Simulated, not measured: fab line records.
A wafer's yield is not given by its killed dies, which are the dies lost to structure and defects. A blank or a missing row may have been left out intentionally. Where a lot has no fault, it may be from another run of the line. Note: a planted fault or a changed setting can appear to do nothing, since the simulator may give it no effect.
Comparing a struck lot with a sound one | flow n5-finfet | 15 out of 1938 route steps
Sound: wafers L660.2, L660.3, L660.6. Struck: wafer L665.4. (L665.1, L665.5 of the same lot were not struck and are left out.) The cause comes at the end.
For every step that has rows: the tool of each side, followed by ch and its chambers, followed by its first start. Under that, the readings that differ: sound wafers | struck wafers | difference of the means | sigmas: that difference in standard deviations of wafers without a fault.
alike: readings whose means differ by less than 2 such deviations, and words and numbers that are the same on both sides. not compared: withheld readings, readings that some wafer has no value for, bounds like >300 that may hide the same value, and numbers for which the record gives no deviation and whose values overlap.
Wherever a step has rows on one side only, a row that says differs or no value, or a row with sigmas, the two part there. Non-overlapping numbers with no deviation appear without sigmas and do not part them. A reading that every wafer of one side lacks parts them only if that side has two wafers or more.

first, 3 steps without rows for these wafers: N5_FIN_SAQP_PRECLEAN_00 (cleans in SC1, time 60 s); N5_FIN_SAQP_PRECLEAN_44 (cleans in SC2, time 45 s); N5_FIN_SAQP_SRD_01 (time 30 s).
N5_FIN_SAQP_ALD_61: deposits SiO2, target thk 4 nm, pulse time 1 s, purge time 2 s.
  sound on ald-sin-02 ch 0,1,3, day 2 02:35; struck on ald-sin-02 ch 3, day 3 08:40
  alike: heater-power-w, precursor-pulse-height-rel
then, 1 step without rows for these wafers: N5_FIN_SAQP_DENSIFY_62 (time 60 s).
N5_FIN_SAQP_HM_DEP_03: deposits SiNx from SiH4/NH3/N2, target thk 38 nm, time 33.6 s.
  sound on pecvd-01 ch 1, day 2 02:59; struck on pecvd-04 ch 2, day 3 09:16
  reading                | sound          | struck | difference | sigmas
  throttle-valve-pct (%) | 45.7 45.3 45.9 | 40.5   | -5.1       | -2
  alike: heater-power-w, showerhead-plenum-p-Torr
N5_FIN_SAQP_THK_MEAS_05:
  sound on film-metro-01, day 2 03:07; struck on film-metro-01, day 3 09:22
  alike: thk-nm
N5_FIN_SAQP_PECVD_47: deposits a-Si from SiH4/He, target thk 45 nm, time 36.3 s.
  sound on pecvd-01 ch 0,1, day 2 03:08; struck on pecvd-03 ch 1, day 3 09:23
  alike: heater-power-w, showerhead-plenum-p-Torr, throttle-valve-pct
N5_FIN_SAQP_PECVD_48: deposits SiNx from SiH4/NH3/N2, target thk 25 nm, time 22.1 s.
  sound on pecvd-01 ch 0,1, day 2 03:13; struck on pecvd-03 ch 1, day 3 09:26
  alike: heater-power-w, showerhead-plenum-p-Torr, throttle-valve-pct
then, 1 step without rows for these wafers: N5_FIN_SAQP_PECVD_06 (deposits a-Si from SiH4/He, target thk 60 nm, time 48.1 s).
N5_FIN_SAQP_THK_MEAS_07:
  sound on film-metro-02, day 2 03:23; struck on film-metro-02, day 3 09:34
  alike: thk-nm
N5_FIN_SAQP_HM_DEP_72: deposits SiO2 from SiH4/N2O, target thk 12 nm, time 7.2 s.
  sound on pecvd-03 ch 0,2, day 2 03:25; struck on pecvd-04 ch 0, day 3 09:36
  reading                         | sound          | struck | difference | sigmas
  showerhead-plenum-p-Torr (Torr) | 8.12 7.97 8.11 | 8.27   | +0.20      | +2
  alike: heater-power-w
N5_FIN_SAQP_COAT_49: time 60 s, resist thk 100 nm.
  sound on litho-track-04 ch 0, day 2 03:31; struck on litho-track-05 ch 0, day 3 09:41
  reading                  | sound             | struck | difference | sigmas
  heater-power-total-W (W) | 498.2 497.5 499.3 | 557.9  | +59.6      | +33
  run-length-s (s)         | 66.04 66.15 66.06 | 56.81  | -9.27      | -71
then, 1 step without rows for these wafers: N5_FIN_SAQP_COAT_50 (time 60 s, resist thk 35 nm).
-- the record jumps here: 12 days lie between the struck wafers' starts before and after (it left off in module FIN_SAQP and takes up again in module PASSIVATION, whose first step shown is number 1936 of the route) --
N5_PASSIVATION_PROBE_49:
  only the struck wafers here have rows in the record (prober-01, day 15 03:55); the sound ones have none

WHERE THEY PART
First at N5_FIN_SAQP_HM_DEP_03; last, within this record, at N5_PASSIVATION_PROBE_49.

WHY: what had been put in by the simulator
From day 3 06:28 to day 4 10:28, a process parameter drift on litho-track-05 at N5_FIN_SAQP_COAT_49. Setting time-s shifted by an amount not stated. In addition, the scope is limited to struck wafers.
